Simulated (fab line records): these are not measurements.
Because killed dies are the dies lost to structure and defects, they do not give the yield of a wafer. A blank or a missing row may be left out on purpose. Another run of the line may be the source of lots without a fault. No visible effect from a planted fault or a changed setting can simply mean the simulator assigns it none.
Matching of chambers | flow n5-finfet | 3 sister chambers for N5_BEOL_M4_ILD_DEP_00 on pecvd-03
The step deposits SiOC from DEMS/O2, target thk 79 nm, time 15.3 s. 3 wafers are shown with their chamber, then 12 later ones without.

## EACH WAFER AND ITS CHAMBER
wafer  | chamber | throttle-valve-pct (%)
L088.3 | 1       | 12.7
L088.5 | 0       | 11.6
L088.6 | 2       | 12.3

## WAFERS MISSING THEIR CHAMBER
wafer  | throttle-valve-pct (%)
L093.1 | 11.6
L093.2 | 12.0
L093.4 | 12.3
L090.1 | 12.2
L090.4 | 12.0
L090.6 | 11.6
L092.3 | 12.4
L092.5 | 12.7
L092.6 | 11.8
L091.1 | 11.6
L091.2 | 12.1
L091.6 | 12.6

## WHICH CHAMBER EACH ONE RAN IN
wafer  | from the rows above     | in truth
L093.1 | 0                       | 0
L093.2 | can't be placed: 2 or 0 | 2
L093.4 | 2                       | 2
L090.1 | 2                       | 2
L090.4 | can't be placed: 2 or 0 | 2
L090.6 | 0                       | 0
L092.3 | can't be placed: 2 or 1 | 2
L092.5 | 1                       | 1
L092.6 | can't be placed: 0 or 2 | 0
L091.1 | 0                       | 0
L091.2 | can't be placed: 2 or 0 | 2
L091.6 | can't be placed: 1 or 2 | 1
Correct placement for 6 of the 12. These rows do not allow placing 6 (true chamber among the candidates in 6). Wrongly placed: 0.
How it was worked out, from the rows above alone: a wafer's distance from a chamber is the root of the sum, over the readings, of the square of ((its reading less the chamber's mean) divided by the reading's scatter). The wafer belongs to the nearest chamber; if the next one is less than 2 further off, it can't be placed. Each chamber's mean is taken over the wafers shown for it. The scatter: with one shown wafer a chamber, the root of the mean of the squares of how far each hidden wafer lies from its nearest shown one.
